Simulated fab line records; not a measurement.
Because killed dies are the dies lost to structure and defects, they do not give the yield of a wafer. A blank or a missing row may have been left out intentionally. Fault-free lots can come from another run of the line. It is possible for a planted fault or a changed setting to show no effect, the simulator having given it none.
A struck lot beside a sound one	flow nand_harc	13 steps out of a route of 1302
Sound: these wafers, L205.2, L205.4, L205.5. Wafers L200.1, L200.2, L200.4 were the ones struck. At the end, the cause is stated.
Each step with rows lists, per side, the tool, then ch with its chambers, then its first start. Under that, the readings that differ: sound wafers	struck wafers	difference of the means	sigmas: that difference in standard deviations of wafers without a fault.
alike: a reading whose means differ by less than 2 such deviations, as well as words and numbers matching on both sides. not compared: withheld readings; readings where some wafer has no value; bounds like >300 that might hide an equal value; numbers whose values overlap and for which the record gives no deviation.
A row with sigmas, a row that says differs or no value, or rows on one side alone: a step with any of these is where the two part. When numbers do not overlap yet have no deviation, they are printed without sigmas and do not part them. Lack of a reading on every wafer of one side parts them only where that side has two or more wafers.

NHARC_A_CHANNEL_FILL_D1_ALD_15: deposits SiNx, target thk 2 nm, pulse time 60 s, ald cycles 19.
  sound: ald_sin_batch-01 ch 0; struck: ald_sin_batch-02 ch 0
  alike: chamber_pressure_Torr, precursor_pulse_height_rel
NHARC_A_CHANNEL_FILL_D1_ALD_16: deposits SiO2, target thk 1.5 nm, pulse time 10 s, ald cycles 15.
  sound on ald_hk-03 ch 0,2,3, day 16 04:41; struck on ald_hk-04 ch 0,1,3, day 14 09:43
  alike: heater_power_outer_w, heater_power_w, precursor_pulse_height_rel
then, 2 steps without rows for these wafers: NHARC_A_CHANNEL_FILL_D1_ANNEAL_17 (time 1800 s); NHARC_A_CHANNEL_FILL_D1_CVD_18 (deposits poly-Si, target thk 3 nm).
NHARC_A_CHANNEL_FILL_D1_ETCHBACK_19: etches the open film in HBr/Cl2, target depth 5 nm, time 1.7 s.
  sound on rie_si-03 ch 1,3, day 16 16:32; struck on rie_si-02 ch 0,1,3, day 14 22:22
  alike: drypump_motor_current_A, oes_product_au, throttle_valve_pct
  not compared: rf_hours_counter_h
then, 1 step without rows for these wafers: NHARC_A_CHANNEL_FILL_D1_ETCHBACK_20 (etches the open film in C4F8/O2/Ar, target depth 27 nm, time 13.5 s).
NHARC_A_CHANNEL_FILL_D1_STRIP_28: strips in O2, time 20 s.
  sound on rie_diel-01 ch 2,3, day 16 16:51; struck on rie_diel-07 ch 0,1,3, day 14 22:37
  alike: drypump_motor_current_A, oes_product_au, rf_vpp_V, showerhead_plenum_p_Torr, throttle_valve_pct
  not compared: rf_hours_counter_h
then, 4 steps without rows for these wafers: NHARC_A_CHANNEL_FILL_D1_PRECLEAN_21 (cleans in dHF, time 30 s); NHARC_A_CHANNEL_FILL_D1_SRD_23; NHARC_A_CHANNEL_FILL_D1_CVD_05 (deposits poly-Si, target thk 5 nm); NHARC_A_CHANNEL_FILL_D1_ANNEAL_22 (time 7200 s).
NHARC_A_CHANNEL_FILL_D1_ALD_25: deposits SiOx, target thk 60 nm, pulse time 10 s, ald cycles 600.
  sound on ald_hk-02 ch 0,1,3, day 17 04:39; struck on ald_hk-03 ch 1,2,3, day 15 10:40
  no value came back on the struck wafers for ald_cycles, heater_power_outer_w (W), heater_power_w (W), precursor_pulse_height_rel; on the sound wafers ald_cycles reads 600 600 600
NHARC_A_CHANNEL_FILL_D1_ETCHBACK_08: etches the open film in C4F8, target depth 220 nm, time 110 s.
  sound: rie_diel-08 ch 0,2; struck: rie_diel-07 ch 0,2,3
reading	sound	struck	difference	sigmas
oes_product_au (a.u.)	0.99 1.00 0.99	0.90 0.92 0.92	-0.08	-2
  alike: rf_vpp_V
  not compared: rf_hours_counter_h

## WHERE THEY PART
Last at NHARC_A_CHANNEL_FILL_D1_ETCHBACK_08 as far as this record goes, first at NHARC_A_CHANNEL_FILL_D1_ALD_25.

WHY: whatever the simulator had introduced
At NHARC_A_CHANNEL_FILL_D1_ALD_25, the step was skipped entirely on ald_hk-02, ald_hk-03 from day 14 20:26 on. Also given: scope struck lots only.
